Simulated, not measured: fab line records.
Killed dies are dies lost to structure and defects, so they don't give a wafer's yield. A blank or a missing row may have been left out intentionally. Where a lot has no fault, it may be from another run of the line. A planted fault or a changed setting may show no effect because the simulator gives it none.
Chamber matching -- flow n5 finfet -- N5_HKMG_FIN_DESCUM_17 on rie diel-06: 4 sister chambers
The step chemistry O2, time 7.9 s. 18 wafers are shown with their chamber, then 9 later ones without.

WAFERS WITH THEIR CHAMBER
wafer,chamber,drypump motor current A (A),showerhead plenum p Torr (Torr),throttle valve pct (%)
L075.3,0,6.4,2.22,19.85
L075.4,1,5.7,2.15,20.46
L075.6,0,6.3,2.21,19.84
L076.3,2,5.1,2.01,20.59
L076.4,0,6.4,2.21,19.82
L076.6,0,6.4,2.21,19.84
L086.2,2,5.1,2.01,20.61
L086.3,1,5.7,2.15,20.46
L086.5,0,6.4,2.21,19.86
L089.4,3,6.8,2.21,20.33
L089.5,1,5.7,2.15,20.48
L089.6,2,5.1,2.01,20.61
L090.3,1,5.7,2.14,20.48
L090.4,3,6.8,2.21,20.33
L090.5,1,5.7,2.14,20.51
L091.1,0,6.3,2.20,19.90
L091.2,1,5.7,2.14,20.48
L091.5,3,6.8,2.21,20.35

SIGNATURES (means of the wafers above)
reading,chamber 0,chamber 1,chamber 2,chamber 3,scatter within a chamber
drypump motor current A,6.367,5.700,5.100,6.800,0.0309
showerhead plenum p Torr,2.2100,2.1450,2.0100,2.2100,0.005
throttle valve pct,19.8517,20.4783,20.6033,20.3367,0.0205
Rule: a wafer lies at a distance from a chamber equal to the root of the sum of squares, over the readings, of (its reading less the chamber's mean, divided by the reading's scatter). The wafer belongs to the nearest chamber; if the next one is less than 2 further off, it can't be placed. How the scatter is found: for the shown wafers, subtract from each reading the mean of its chamber, square and add these, divide the total by (wafers less chambers), then take the root.

WAFERS WHOSE CHAMBER IS MISSING
wafer,drypump motor current A (A),showerhead plenum p Torr (Torr),throttle valve pct (%)
L093.1,5.7,2.14,20.49
L093.2,5.1,2.00,20.63
L093.3,6.8,2.21,20.34
L096.2,6.8,2.21,20.36
L096.3,5.1,2.00,20.63
L096.4,5.7,2.14,20.51
L097.1,5.7,2.14,20.53
L097.3,5.1,2.00,20.65
L097.6,5.1,2.00,20.65

EACH ONE'S CHAMBER
wafer,from the rows above,in truth
L093.1,1,1
L093.2,2,2
L093.3,3,3
L096.2,3,3
L096.3,2,2
L096.4,1,1
L097.1,1,1
L097.3,2,2
L097.6,2,2
9 of 9 placed correctly. Number that these rows cannot place: 0. Placed wrongly: 0.
